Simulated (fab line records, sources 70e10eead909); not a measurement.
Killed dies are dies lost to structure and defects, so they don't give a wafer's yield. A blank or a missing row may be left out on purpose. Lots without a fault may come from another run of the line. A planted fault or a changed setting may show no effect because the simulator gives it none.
fab line records | flow nand_harc
record lots=12 wafers=36 last_day=33
route steps=1302 shown A_ONON_D2@566 A_CHANNEL_HOLE_D2@584
lots that met no fault: from a run of the same line without faults
start_h: hours from the record's first day to the start of the lot's first wafer shown | wait_h: hours since the lot's step before | " the same as in the row above | L1.1+2: a row that stands for several wafers | - no value, or no start given | * or withheld: withheld | < > ~ a bound
route shown NAME@n: a module of which the file shows steps, and the number in the route of the first | usual: mean/standard deviation of fault-free wafers | same: alike in all rows | chamber/n: place in a boat | sites: the reading at each site | _std_site: their standard deviation | _edge_site: outer sites' mean less inner sites' | radius_mm: how far each site lies from the wafer's centre | mask NAME#n: copy n | behind: the tool/chamber that last shaped the wafer | hold: why the lot was held/for how many hours/how that ended | device: the transistor (n, p or np) that didn't switch | end of line: the same wafers' tests at the end of the route | a step without rows: its recipe alone | killed: dies lost to structure and defects at the first sort, not the wafer's yield | map: a wafer's dies, x killed, . not, _ none there
set.NAME: the setting as run; set.NAME@STEP: as run at that earlier step | model.NAME: the simulator's own value behind a step, which no gauge read
steps of the route over a sample of lots; a table a step, a row a wafer
services: from which hour (start_h, from the record's first day; less than 0 if before it) a tool's chamber was out of use, for how many hours, and why
## steps
# step NHARC_A_ONON_D2_DEP_33
# recipe target_thk_a=2000 temp_c=400 pressure_torr=6.5 rf_w=900 teos_flow_sccm=161.4 flow_sccm=2650 target_thk_nm=200 gas=O2 material=SiO2
# usual heater_power_w=554/80 mfc_precursor_sccm=161.3/0.49 showerhead_vpp_V=1868/85 throttle_valve_pct=15.9/0.65
# columns lot.wafer tool chamber start_h wait_h heater_power_w mfc_precursor_sccm showerhead_vpp_V throttle_valve_pct
L701.2 pecvd-03 0 286.37 0.1 622 160.7 1958 15.3
L701.1 " 2 " " 613 161.3 1799 16.2
L701.6 " 1 " " 547 161.4 1827 16.4
L700.3 pecvd-04 2 286.47 0.1 560 161.2 2023 16.6
L700.5 " 0 " " 353 161.0 1872 16.1
L700.4 " 2 " " 421 162.1 1949 16.7
L702.3 pecvd-03 0 306.97 0.1 593 160.8 1924 15.4
L702.4 " 1 " " 550 160.9 1826 16.1
L702.5 " 2 " " 535 161.1 1812 16.5
L704.1 pecvd-03 0 312.91 0.1 628 161.4 1929 15.4
L704.2 " 1 " " 502 161.2 1800 16.2
L704.6 " 2 " " 585 160.8 1840 16.5
L705.3 pecvd-03 2 340.31 0.1 626 161.0 1858 16.4
L705.2 " 0 " " 630 161.2 1912 15.4
L705.5 " 2 " " 639 161.3 1816 16.6
L707.2 pecvd-04 0 340.34 0.1 436 161.2 1830 16.3
L707.1 " 2 " " 519 161.6 1982 16.5
L707.4 " 2 " " 533 160.9 1975 16.6
L711.1 pecvd-04 2 406.24 0.1 537 162.4 2004 16.8
L711.2 " 1 " " 588 161.2 1786 16.1
L711.5 " 1 " " 608 161.6 1758 15.8
L710.1 pecvd-03 2 406.41 0.2 523 161.3 1836 16.4
L710.2 " 0 " " 677 161.7 1950 15.0
L710.3 " 1 " " 491 161.2 1793 15.8
L718.1 pecvd-04 1 472.99 0.1 592 160.7 1763 15.5
L718.3 " 2 " " 538 161.0 2021 16.9
L718.4 " 0 " " 493 161.1 1843 16.7
L721.3 pecvd-04 2 499.25 0.1 481 161.1 1959 16.9
L721.1 " 0 " " 434 207.9 1835 17.0
L721.5 " 1 " " 625 160.6 1793 15.5
L720.3 pecvd-04 0 499.53 0.2 462 207.0 1827 17.1
L720.1 " 1 " " 692 161.3 1798 15.5
L720.4 " 1 " " 521 162.0 1777 15.4
L722.1 pecvd-03 2 509.04 0.1 616 160.9 1809 16.3
L722.3 " 0 " " 572 161.9 1915 15.4
L722.4 " 0 " " 585 161.2 1946 15.3
# step NHARC_A_ONON_D2_THK_MEAS_34
# recipe thk_meas_gauge=ellipsometry
# usual thk_nm=201/3
# columns lot.wafer tool chamber start_h wait_h thk_nm
L701.1 film_metro-01 - 286.78 - 200
L701.2 " - " " 199
L701.6 " - " " 204
L700.3 film_metro-01 - 286.82 - 196
L700.4 " - " " 199
L700.5 " - " " 196
L702.3 film_metro-02 - 307.29 - 199
L702.4 " - " " 204
L702.5 " - " " 201
L704.1 film_metro-02 - 313.32 - 197
L704.2 " - " " 198
L704.6 " - " " 202
L705.2 film_metro-01 - 340.74 - 200
L705.3 " - " " 206
L705.5 " - " " 207
L707.1 film_metro-02 - 340.76 - 195
L707.2 " - " " 192
L707.4 " - " " 198
L711.1 film_metro-01 - 406.65 - 199
L711.2 " - " " 205
L711.5 " - " " 209
L710.1 film_metro-01 - 406.82 - 201
L710.2 " - " " 200
L710.3 " - " " 200
L718.1 film_metro-01 - 473.36 - 201
L718.3 " - " " 200
L718.4 " - " " 202
L721.1 film_metro-01 - 499.67 - 254
L721.3 " - " " 194
L721.5 " - " " 204
L720.1 film_metro-01 - 499.94 - 205
L720.3 " - " " 255
L720.4 " - " " 206
L722.1 film_metro-01 - 509.41 - 200
L722.3 " - " " 198
L722.4 " - " " 202
# step NHARC_A_ONON_D2_INSPECT_32
# usual raw_defect_count=372/130
# columns lot.wafer tool chamber start_h wait_h raw_defect_count
L701.1 defect_inspect-01 - 286.84 0.0 636
L701.2 " - " " 342
L701.6 " - " " 518
L700.3 defect_inspect-02 - 286.88 0.0 350
L700.4 " - " " 340
L700.5 " - " " 375
L702.3 defect_inspect-01 - 307.38 0.0 224
L702.4 " - " " 300
L702.5 " - " " 252
L704.1 defect_inspect-02 - 313.38 0.0 402
L704.2 " - " " 409
L704.6 " - " " 442
L705.2 defect_inspect-02 - 340.80 0.0 314
L705.3 " - " " 229
L705.5 " - " " 215
L707.1 defect_inspect-01 - 340.85 0.0 466
L707.2 " - " " 497
L707.4 " - " " 419
L711.1 defect_inspect-02 - 406.74 0.0 382
L711.2 " - " " 328
L711.5 " - " " 312
L710.1 defect_inspect-02 - 406.89 0.0 450
L710.2 " - " " 543
L710.3 " - " " 608
L718.1 defect_inspect-02 - 473.45 0.0 369
L718.3 " - " " 381
L718.4 " - " " 373
L721.1 defect_inspect-02 - 499.73 0.0 253
L721.3 " - " " 210
L721.5 " - " " 279
L720.1 defect_inspect-01 - 500.03 0.0 376
L720.3 " - " " 355
L720.4 " - " " 431
L722.1 defect_inspect-01 - 509.49 0.0 444
L722.3 " - " " 340
L722.4 " - " " 318
# step NHARC_A_CHANNEL_HOLE_D2_INSPECT_12
# usual raw_defect_count=27/22
# columns lot.wafer tool chamber start_h wait_h raw_defect_count
L701.1 defect_inspect-01 - 289.68 0.0 39
L701.2 " - " " 50
L701.6 " - " " 54
L700.3 defect_inspect-02 - 289.82 0.0 5
L700.4 " - " " 8
L700.5 " - " " 7
L702.3 defect_inspect-01 - 314.91 0.0 8
L702.4 " - " " 5
L702.5 " - " " 5
L704.1 defect_inspect-02 - 317.44 0.0 56
L704.2 " - " " 58
L704.6 " - " " 58
L705.2 defect_inspect-01 - 343.92 0.0 2
L705.3 " - " " 7
L705.5 " - " " 5
L707.1 defect_inspect-02 - 344.16 0.0 57
L707.2 " - " " 62
L707.4 " - " " 69
L711.1 defect_inspect-02 - 409.48 0.0 14
L711.2 " - " " 14
L711.5 " - " " 10
L710.1 defect_inspect-01 - 411.12 0.0 55
L710.2 " - " " 34
L710.3 " - " " 54
L718.1 defect_inspect-01 - 476.29 0.0 49
L718.3 " - " " 54
L718.4 " - " " 54
L721.1 defect_inspect-02 - 507.37 0.0 19
L721.3 " - " " 30
L721.5 " - " " 25
L720.1 defect_inspect-02 - 508.44 0.0 4
L720.3 " - " " 6
L720.4 " - " " 2
L722.1 defect_inspect-02 - 515.50 0.0 4
L722.3 " - " " 3
L722.4 " - " " 2
# step NHARC_A_CHANNEL_HOLE_D2_ETCH_39
# recipe target_depth_a=2600 over_etch_frac=0.3 time_s=325 ion_energy_ev=200 n2_flow_sccm=150 h2_flow_sccm=150 ar_flow_sccm=0 rf_w=400 bias_w=150 chemistry=N2/H2
# usual drypump_motor_current_A=5.7/0.46 oes_product_au=0.995/0.0099 rf_vpp_V=431.5/2.7 showerhead_plenum_p_Torr=2.08/0.092 throttle_valve_pct=14.170/0.0096
# same over_etch_frac=0.3
# columns lot.wafer tool chamber start_h wait_h drypump_motor_current_A oes_product_au rf_hours_counter_h rf_vpp_V showerhead_plenum_p_Torr throttle_valve_pct
L701.2 rie_diel-11 0 - - 5.8 1.008 1.0 427.4 1.97 14.160
L701.1 " 1 " " 5.9 0.991 1.0 435.2 2.16 14.170
L701.6 " 3 " " 5.5 1.000 - 429.8 1.97 14.157
L700.3 rie_diel-07 0 - - 5.5 1.009 8.8 432.4 2.13 14.168
L700.4 " 1 " " 5.2 1.009 10.0 435.5 2.18 14.171
L700.5 " 2 " " 6.4 0.985 - 427.7 1.97 14.159
L702.3 rie_diel-07 2 - - 6.4 0.980 0.2 428.8 1.97 14.164
L702.4 " 3 " " 6.1 0.995 0.1 432.2 2.07 14.160
L702.5 " 2 " " 6.4 0.971 - 428.6 1.97 14.167
L704.1 rie_diel-07 2 - - 6.4 0.985 0.7 429.2 1.97 14.176
L704.2 " 1 " " 5.2 1.001 0.7 437.1 2.18 14.174
L704.6 " 2 " " 6.5 0.977 - 428.0 1.97 14.157
L705.3 rie_diel-03 0 - - 6.4 0.997 3.8 427.3 1.96 14.188
L705.2 " 3 " " 5.6 0.983 2.9 434.1 2.20 14.156
L705.5 " 1 " " 5.4 1.003 - 430.3 2.08 14.170
L707.2 rie_diel-11 1 - - 5.9 1.002 4.5 434.0 2.16 14.151
L707.4 " 2 " " 5.1 0.975 5.3 434.0 2.19 14.178
L707.1 " 3 " " 5.5 1.002 5.0 429.6 1.97 14.189
L711.1 rie_diel-07 0 - - 5.5 0.983 5.1 432.5 2.13 14.168
L711.2 " 3 " " 6.1 0.987 5.5 430.9 2.07 14.189
L711.5 " 1 " " 5.1 0.982 - 435.1 2.18 14.164
L710.2 rie_diel-03 0 - - 6.4 1.004 6.0 427.8 1.96 14.167
L710.1 " 1 " " 5.4 0.994 5.7 430.9 2.08 14.165
L710.3 " 2 " " 5.4 0.972 4.8 429.8 1.99 14.167
L718.3 rie_diel-11 1 - - 5.9 1.017 2.1 434.4 2.16 14.156
L718.4 " 2 " " 5.1 1.001 2.4 433.7 2.19 14.164
L718.1 " 3 " " 5.5 1.011 2.6 427.4 1.97 14.180
L721.3 rie_diel-07 2 - - 6.4 0.980 2.0 428.8 1.97 14.149
L721.1 " 3 " " 6.0 0.985 2.1 431.6 2.07 14.163
L721.5 " 3 " " 6.1 0.986 - 431.4 2.07 14.198
L720.4 rie_diel-03 3 - - 5.6 0.998 1.4 435.6 2.20 14.180
L720.3 " 0 " " 6.4 1.007 1.7 427.3 1.95 14.168
L720.1 " 1 " " 5.4 0.998 1.7 431.0 2.08 14.165
L722.3 rie_diel-07 0 - - 5.5 0.994 2.6 432.7 2.13 14.167
L722.1 " 1 " " 5.2 0.994 2.9 433.1 2.18 14.168
L722.4 " 2 " " 6.4 0.996 2.8 428.6 1.97 14.164
## services
# columns tool chamber start_h hours kind
pecvd-04 - 269.05 13.0 pm
pecvd-04 0 269.05 13.0 vent_cycle
pecvd-04 1 269.05 13.0 vent_cycle
pecvd-04 2 269.05 13.0 vent_cycle
rie_diel-07 0 273.21 - clean
rie_diel-07 1 273.21 - clean
rie_diel-07 2 273.21 - clean
rie_diel-07 3 273.21 - clean
rie_diel-03 - 281.31 9.0 pm
rie_diel-07 - 294.20 9.0 pm
rie_diel-07 0 306.84 2.5 repair
pecvd-03 - 309.30 0.9 repair
rie_diel-11 2 362.29 1.3 repair
pecvd-03 - 366.75 13.0 pm
pecvd-04 0 395.88 3.6 repair
rie_diel-07 2 397.37 9.8 repair
pecvd-03 - 421.32 0.7 repair
rie_diel-11 - 432.50 9.0 pm
rie_diel-03 2 437.64 6.8 repair
pecvd-04 - 450.28 13.0 pm
rie_diel-07 0 457.18 24.8 repair
rie_diel-03 - 458.31 9.0 pm
rie_diel-07 - 471.20 9.0 pm
rie_diel-07 2 484.12 2.5 repair
## key
first_sign step=NHARC_A_ONON_D2_DEP_33 reading=mfc_precursor_sccm direction=up sigmas=94 usual=161.3 struck=207.4
effect step=NHARC_A_ONON_D2_THK_MEAS_34 reading=thk_nm direction=up sigmas=18 usual=201 struck=255
met_at NHARC_A_ONON_D2_DEP_33
struck_lots L720,L721
struck_wafers L720.3,L721.1
tester_left_out L720,L721
not_acting_at NHARC_A_ONON_D2_INSPECT_32,NHARC_A_CHANNEL_HOLE_D2_INSPECT_12,NHARC_A_CHANNEL_HOLE_D2_ETCH_39
onset_between 472.99 499.25
fault kind=process_parameter_drift tool=pecvd-04 chamber=0 onset_h=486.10 steps=NHARC_A_ONON_D2_DEP_33 channel=teos_flow_sccm offset=* shape=step end_h=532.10 acts_in=* stated=*
# tester_left_out: of these lots the tester's yield and bins aren't shown, on N5 and GAA mostly nor the transistor test; their killed dies are dies lost to structure and defects alone, not to doping, threshold or leakage, so they don't give the yield
